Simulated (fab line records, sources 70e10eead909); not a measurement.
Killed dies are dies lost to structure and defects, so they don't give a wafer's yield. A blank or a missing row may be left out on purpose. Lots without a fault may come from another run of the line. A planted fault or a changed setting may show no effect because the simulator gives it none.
fab line records | flow nand_harc
record lots=13 wafers=39 last_day=33
route steps=1302 shown A_CHANNEL_FILL_D1@495 A_ONON_D2@558 A_CHANNEL_HOLE_D2@583
lots that met no fault: from a run of the same line without faults
start_h: hours from the record's first day to the start of the lot's first wafer shown | wait_h: hours since the lot's step before | " the same as in the row above | L1.1+2: a row that stands for several wafers | - no value, or no start given | * or withheld: withheld | < > ~ a bound
route shown NAME@n: a module of which the file shows steps, and the number in the route of the first | usual: mean/standard deviation of fault-free wafers | same: alike in all rows | chamber/n: place in a boat | sites: the reading at each site | _std_site: their standard deviation | _edge_site: outer sites' mean less inner sites' | radius_mm: how far each site lies from the wafer's centre | mask NAME#n: copy n | behind: the tool/chamber that last shaped the wafer | hold: why the lot was held/for how many hours/how that ended | device: the transistor (n, p or np) that didn't switch | end of line: the same wafers' tests at the end of the route | a step without rows: its recipe alone | killed: dies lost to structure and defects at the first sort, not the wafer's yield | map: a wafer's dies, x killed, . not, _ none there
set.NAME: the setting as run; set.NAME@STEP: as run at that earlier step | model.NAME: the simulator's own value behind a step, which no gauge read
steps of the route over a sample of lots; a table a step, a row a wafer
services: from which hour (start_h, from the record's first day; less than 0 if before it) a tool's chamber was out of use, for how many hours, and why
## steps
# step NHARC_A_CHANNEL_FILL_D1_ALD_15
# recipe target_thk_a=20 pulse_time_s=60 ald_cycles=19 temp_c=630 pressure_torr=2 material=SiNx
# usual precursor_pulse_height_rel=1.000/0.021
# columns lot.wafer tool chamber start_h wait_h precursor_pulse_height_rel
L568.1 ald_sin_batch-01 0 - - 1.018
L568.2 " 0 " " 0.964
L568.4 " 0 " " 1.035
L569.1 ald_sin_batch-03 0 - - 0.993
L569.3 " 0 " " 1.007
L569.4 " 0 " " 0.997
L570.2 ald_sin_batch-02 0 - - 1.050
L570.3 " 0 " " 1.007
L570.4 " 0 " " 0.974
L578.2 ald_sin_batch-03 0 - - 1.001
L578.3 " 0 " " 0.981
L578.6 " 0 " " 1.021
L580.2 ald_sin_batch-02 0 - - 1.012
L580.3 " 0 " " 0.994
L580.4 " 0 " " 0.995
L582.3 ald_sin_batch-03 0 - - 0.987
L582.4 " 0 " " 0.980
L582.6 " 0 " " 0.971
L584.1 ald_sin_batch-03 0 - - 0.996
L584.2 " 0 " " 0.998
L584.3 " 0 " " 0.981
L585.2 ald_sin_batch-02 0 - - 1.010
L585.3 " 0 " " 1.021
L585.6 " 0 " " 1.023
L587.2 ald_sin_batch-03 0 - - 0.949
L587.3 " 0 " " 1.019
L587.5 " 0 " " 0.984
L588.1 ald_sin_batch-03 0 - - 0.960
L588.3 " 0 " " 0.994
L588.4 " 0 " " 1.019
L589.3 ald_sin_batch-03 0 - - 0.996
L589.5 " 0 " " 0.992
L589.6 " 0 " " 1.023
L590.1 ald_sin_batch-02 0 - - 1.013
L590.3 " 0 " " 1.038
L590.5 " 0 " " 0.998
L591.2 ald_sin_batch-01 0 - - 1.017
L591.3 " 0 " " 0.974
L591.4 " 0 " " 1.003
# step NHARC_A_CHANNEL_FILL_D1_ETCHBACK_20
# recipe target_depth_a=270 time_s=13.5 c4f8_flow_sccm=withheld o2_flow_sccm=8 ar_flow_sccm=withheld rf_w=600 bias_w=1500 chemistry=C4F8/O2/Ar
# usual oes_product_au=0.97/0.036 rf_vpp_V=978/5.3
# columns lot.wafer tool chamber start_h wait_h oes_product_au rf_hours_counter_h rf_vpp_V
L568.2 rie_diel-04 2 218.68 - 1.01 3.0 981
L568.1 " 3 " " 1.00 2.9 978
L568.4 " 1 " " 1.02 2.9 983
L569.3 rie_diel-06 1 223.04 - 1.01 4.0 969
L569.1 " 2 " " 1.00 4.9 984
L569.4 " 3 " " 1.00 5.5 977
L570.2 rie_diel-06 3 238.05 - 0.98 5.7 977
L570.3 " 0 " " 0.99 3.8 987
L570.4 " 2 " " 0.98 5.0 984
L578.3 rie_diel-04 2 315.79 - 0.93 10.8 980
L578.2 " 3 " " 0.93 10.0 977
L578.6 " 0 " " 0.91 - 972
L580.4 rie_diel-05 0 331.10 - 0.92 3.1 978
L580.2 " 2 " " 0.92 3.6 981
L580.3 " 3 " " 0.90 3.7 969
L582.4 rie_diel-06 1 358.40 - 1.01 2.9 969
L582.3 " 2 " " 1.01 2.8 983
L582.6 " 3 " " 1.01 - 976
L584.1 rie_diel-04 3 378.22 - 1.00 1.6 978
L584.2 " 0 " " 0.99 1.7 973
L584.3 " 2 " " 0.99 1.4 979
L585.2 rie_diel-05 3 392.93 - 0.94 6.3 970
L585.3 " 2 " " 0.95 6.4 982
L585.6 " 3 " " 0.94 - 969
L587.2 rie_diel-04 1 401.93 - 1.00 2.8 982
L587.3 " 2 " " 0.99 2.5 977
L587.5 " 0 " " 0.99 - 972
L588.3 rie_diel-05 0 416.44 - 0.99 0 977
L588.1 " 1 " " 0.99 0 976
L588.4 " 3 " " 0.99 0 970
L589.3 rie_diel-05 2 422.11 - 1.00 0.3 982
L589.5 " 2 " " 1.01 - 982
L589.6 " 3 " " 0.98 - 968
L590.3 rie_diel-05 1 434.18 - 0.99 0.7 976
L590.1 " 2 " " 1.01 0.7 984
L590.5 " 1 " " 0.97 - 977
L591.2 rie_diel-04 1 439.87 - 0.99 5.4 982
L591.3 " 2 " " 0.97 5.4 978
L591.4 " 0 " " 0.97 5.1 973
# step NHARC_A_ONON_D2_DEP_19
# recipe target_thk_a=10000 n2_flow_sccm=2750 n2o_flow_sccm=2000 nh3_flow_sccm=500 sih4_flow_sccm=210 temp_c=400
# columns lot.wafer tool chamber start_h wait_h
L568.1+2+4 pecvd_onon-04 0 289.38 0.1
L569.1+3+4 pecvd_onon-02 0 289.38 0.1
L570.2+3+4 pecvd_onon-04 0 307.96 0.1
L578.2+3+6 pecvd_onon-04 0 386.86 0.1
L580.2+3+4 pecvd_onon-03 0 402.14 0.1
L582.3+4+6 pecvd_onon-02 0 425.68 0.2
L584.1+2+3 pecvd_onon-02 0 453.02 0.1
L585.2+3+6 pecvd_onon-03 0 462.72 0.1
L587.2+3+5 pecvd_onon-02 0 468.93 0.1
L588.1+3+4 pecvd_onon-03 0 491.15 0.1
L589.3+5+6 pecvd_onon-04 0 491.27 0.2
L590.1+3+5 pecvd_onon-04 0 506.14 0.1
L591.2+3+4 pecvd_onon-02 0 519.24 0.1
# step NHARC_A_ONON_D2_THK_MEAS_21
# recipe thk_meas_gauge=ellipsometry
# usual thk_nm=999/10
# columns lot.wafer tool chamber start_h wait_h thk_nm
L569.1 film_metro-01 - 289.90 - 1006
L569.3 " - " " 1007
L569.4 " - " " 1007
L568.1 film_metro-02 - 289.90 - 995
L568.2 " - " " 995
L568.4 " - " " 996
L570.2 film_metro-02 - 308.41 - 999
L570.3 " - " " 998
L570.4 " - " " 999
L578.2 film_metro-01 - 387.32 - 625
L578.3 " - " " 624
L578.6 " - " " 623
L580.2 film_metro-02 - 402.60 - 1008
L580.3 " - " " 1008
L580.4 " - " " 1007
L582.3 film_metro-02 - 426.07 - 985
L582.4 " - " " 983
L582.6 " - " " 983
L584.1 film_metro-01 - 453.53 - 990
L584.2 " - " " 991
L584.3 " - " " 992
L585.2 film_metro-02 - 463.19 - 985
L585.3 " - " " 985
L585.6 " - " " 985
L587.2 film_metro-02 - 469.38 - 1009
L587.3 " - " " 1010
L587.5 " - " " 1010
L588.1 film_metro-02 - 491.66 - 987
L588.3 " - " " 986
L588.4 " - " " 988
L589.3 film_metro-01 - 491.67 - 989
L589.5 " - " " 988
L589.6 " - " " 989
L590.1 film_metro-01 - 506.65 - 1004
L590.3 " - " " 1002
L590.5 " - " " 1002
L591.2 film_metro-02 - 519.69 - 1016
L591.3 " - " " 1017
L591.4 " - " " 1018
# step NHARC_A_CHANNEL_HOLE_D2_OVL_MEAS_11
# usual overlay_x_nm=0.0/0.83 overlay_y_nm=0.3/0.69
# columns lot.wafer tool chamber start_h wait_h overlay_x_nm overlay_y_nm
L568.1 overlay-01 - 294.93 - 2.0 1.4
L568.2 " - " " 1.6 1.5
L568.4 " - " " 0.9 1.3
L569.1 overlay-01 - 295.10 - 0.6 0.0
L569.3 " - " " 0.1 0.1
L569.4 " - " " 0.1 -0.4
L570.2 overlay-01 - 318.21 - 0.4 -0.7
L570.3 " - " " 0.4 -0.4
L570.4 " - " " 0.3 0.0
L580.2 overlay-01 - 409.96 - 0.0 -0.5
L580.3 " - " " 0.0 -0.3
L580.4 " - " " 0.4 -0.6
L582.3 overlay-02 - 434.12 - -0.4 0.4
L582.4 " - " " -0.8 0.3
L582.6 " - " " -0.5 0.7
L584.1 overlay-01 - 462.29 - -1.1 0.1
L584.2 " - " " -1.0 0.3
L584.3 " - " " -0.9 0.5
L585.2 overlay-02 - 468.93 - -0.6 0.8
L585.3 " - " " -0.5 0.7
L585.6 " - " " -0.6 0.7
L587.2 overlay-02 - 474.52 - 0.8 1.5
L587.3 " - " " 0.9 1.8
L587.5 " - " " 1.0 2.0
L588.1 overlay-02 - 498.30 - -0.3 -0.4
L588.3 " - " " -0.7 0.2
L588.4 " - " " 0.1 -0.1
L589.3 overlay-02 - 498.74 - -1.5 0.4
L589.5 " - " " -1.6 0.2
L589.6 " - " " -1.4 0.5
L590.1 overlay-02 - 511.61 - 0.8 0.1
L590.3 " - " " 0.2 -0.3
L590.5 " - " " 0.9 0.3
L591.2 overlay-01 - 528.01 - 0.8 -0.2
L591.3 " - " " 1.1 0.2
L591.4 " - " " 1.0 -0.1
## services
# columns tool chamber start_h hours kind
rie_diel-04 - 177.90 9.0 pm
rie_diel-04 0 177.90 9.0 vent_cycle
pecvd_onon-02 - 185.00 13.0 pm
ald_sin_batch-01 - 218.46 201.0 repair
rie_diel-05 2 226.72 16.2 repair
pecvd_onon-03 - 227.00 13.0 pm
rie_diel-05 - 229.73 9.0 pm
rie_diel-06 0 250.52 12.5 repair
ald_sin_batch-02 - 269.92 26.0 pm
rie_diel-05 1 288.55 9.2 repair
rie_diel-06 - 307.20 9.0 pm
pecvd_onon-04 - 311.24 13.0 pm
rie_diel-06 2 334.57 4.8 repair
rie_diel-04 - 354.90 9.0 pm
pecvd_onon-02 - 366.00 13.0 pm
rie_diel-05 - 406.73 9.0 pm
pecvd_onon-03 - 408.00 13.0 pm
rie_diel-04 1 446.90 18.0 repair
rie_diel-06 - 484.21 9.0 pm
pecvd_onon-04 - 492.24 13.0 pm
ald_sin_batch-01 - 507.48 26.0 pm
rie_diel-05 3 508.87 6.4 repair
rie_diel-04 0 515.16 2.3 repair
rie_diel-06 2 517.52 3.5 repair
## key
first_sign step=NHARC_A_ONON_D2_THK_MEAS_21 reading=thk_nm direction=down sigmas=38 usual=999 struck=624
effect none on later readings
met_at NHARC_A_ONON_D2_DEP_19
struck_lots L578
struck_wafers L578.2,L578.3,L578.6
later_rows_left_out L578.2,L578.3,L578.6
sort_left_out L578.2,L578.3,L578.6
tester_left_out L578
not_acting_at NHARC_A_CHANNEL_FILL_D1_ALD_15,NHARC_A_CHANNEL_FILL_D1_ETCHBACK_20,NHARC_A_CHANNEL_HOLE_D2_OVL_MEAS_11
onset_between 307.96 386.86
fault kind=process_parameter_drift tool=pecvd_onon-04 chamber=- onset_h=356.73 steps=NHARC_A_ONON_D2_DEP_19 channel=target_thk_a offset=* shape=step end_h=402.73 scope=struck_wafers_only acts_in=* stated=*
# tester_left_out: of these lots the tester's yield and bins aren't shown, on N5 and GAA mostly nor the transistor test; their killed dies are dies lost to structure and defects alone, not to doping, threshold or leakage, so they don't give the yield
# sort_left_out: the simulated sort isn't trusted on such a fault, so these wafers' sort isn't shown, and their yield isn't known
# later_rows_left_out: the simulator's readings of these wafers behind a module that went badly wrong aren't trusted and aren't shown, but for the sort
